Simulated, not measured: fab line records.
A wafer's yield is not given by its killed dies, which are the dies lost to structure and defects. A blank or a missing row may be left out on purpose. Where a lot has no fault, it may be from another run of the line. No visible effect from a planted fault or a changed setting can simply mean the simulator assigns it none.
A lot that was struck, set against a sound lot ; flow n5Finfet ; 16 steps out of a route of 1938
Sound: the wafers L210.1, L210.4, L210.5. Struck: wafers L222.2, L222.3. Last of all comes the cause.
At each step with rows: each side's tool, then ch and its chambers, then its first start. Under that, the readings that differ: sound wafers ; struck wafers ; difference of the means ; sigmas: that difference in standard deviations of wafers without a fault.
alike: readings whose means differ by less than 2 such deviations, and words and numbers that are the same on both sides. not compared: withheld readings, readings that some wafer has no value for, bounds like >300 that may hide the same value, and numbers for which the record gives no deviation and whose values overlap.
Wherever a step has rows on one side only, a row that says differs or no value, or a row with sigmas, the two part there. Numbers that have no deviation but don't overlap get no sigmas and don't part them. Lack of a reading on every wafer of one side parts them only where that side has two or more wafers.

first, 2 steps without rows for these wafers: N5_BEOL_M1_SPUTTER_90 (material Cu, target thk 4.5 nm, time 8.29 s); N5_BEOL_M1_ANNEAL_91 (time 240 s).
N5_BEOL_M1_SPUTTER_92: material Cu, target thk 4.5 nm, time 8.29 s.
  sound: pvdSputter-03 at day 8 09:53; struck: pvdSputter-01 at day 11 04:29
  alike: throttleValvePct
then, 1 step without rows for these wafers: N5_BEOL_M1_ANNEAL_93 (time 240 s).
N5_BEOL_M1_SPUTTER_94: material Cu, target thk 4.5 nm, time 8.29 s.
  sound: pvdSputter-03 at day 8 10:07; struck: pvdSputter-01 at day 11 04:42
  alike: throttleValvePct
then, 1 step without rows for these wafers: N5_BEOL_M1_ANNEAL_95 (time 240 s).
N5_BEOL_M1_SPUTTER_96: material Cu, target thk 4.5 nm, time 8.29 s.
  sound: pvdSputter-03 at day 8 10:20; struck: pvdSputter-01 at day 11 04:55
  alike: throttleValvePct
then, 1 step without rows for these wafers: N5_BEOL_M1_ECD_50 (material Cu, target thk 300 nm).
N5_BEOL_M1_ANNEAL_51: time 90 s.
  sound on rtpAnneal-02 ch 0, day 8 10:31; struck on rtpAnneal-01 ch 0, day 11 05:10
  alike: wafer_temp_C_max
then, 1 step without rows for these wafers: N5_BEOL_M1_CMP_52 (polishes, stops on SiOC, t overpolish 6.8 s, target thk 40 nm).
N5_BEOL_M1_THK_MEAS_53: measures by xrf.
  sound: filmMetro-02 at day 8 11:07; struck: filmMetro-02 at day 11 05:43
  alike: M1_THK
N5_BEOL_M1_PRE_CLEAN_60: time 15 s.
  sound on cvdCo-02 ch 0,2, day 8 11:09; struck on cvdCo-02 ch 0,1, day 11 05:45
  alike: heaterPowerW
  not compared: sinceWetCleanH
N5_BEOL_M1_CO_CAP_55: material Co, precursor CCTBA/H2, target thk 2 nm, time 102.1 s.
  sound on cvdCo-02 ch 0,2, day 8 11:11; struck on cvdCo-02 ch 0,1, day 11 05:47
reading;sound;struck;difference;sigmas
runLengthS (s);124.8 125.0 125.4;65.1 63.5;-60.8;-99 or more
model.Co_of_BEOL_M1_CO_CAP_55.thkNm (nm);2 2.2 1.8;1 0.8;-1;
  alike: heaterPowerW
  not compared: sinceWetCleanH
then, 1 step without rows for these wafers: N5_BEOL_M1_PRE_CLEAN_56 (time 15 s).
N5_BEOL_M4_RC_MEAS_101:
  sound on prober-01 ch 0, day 9 16:57; struck on prober-02 ch 0, day 12 19:02
reading;sound;struck;difference;sigmas
DIBL_N (mV/V);34.1 34.2 33.3;37.0 39.4;+4.3;+2
SS_N (mV/dec);70.5 70.8 70.1;71.9 73.6;+2.3;+3
  alike: DIBL_P, IOFF_N, IOFF_P, ION_N, ION_P, SS_P, VT_N, VT_P
next, for these wafers, 1 step has no rows: N5_PASSIVATION_PROBE_49.

WHERE THEY PART
Last at N5_BEOL_M4_RC_MEAS_101 as far as this record goes, first at N5_BEOL_M1_CO_CAP_55.

WHY: whatever the simulator had introduced
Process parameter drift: cvdCo-02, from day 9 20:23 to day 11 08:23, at N5_BEOL_M1_CO_CAP_55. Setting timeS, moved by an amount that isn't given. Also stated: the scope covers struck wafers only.
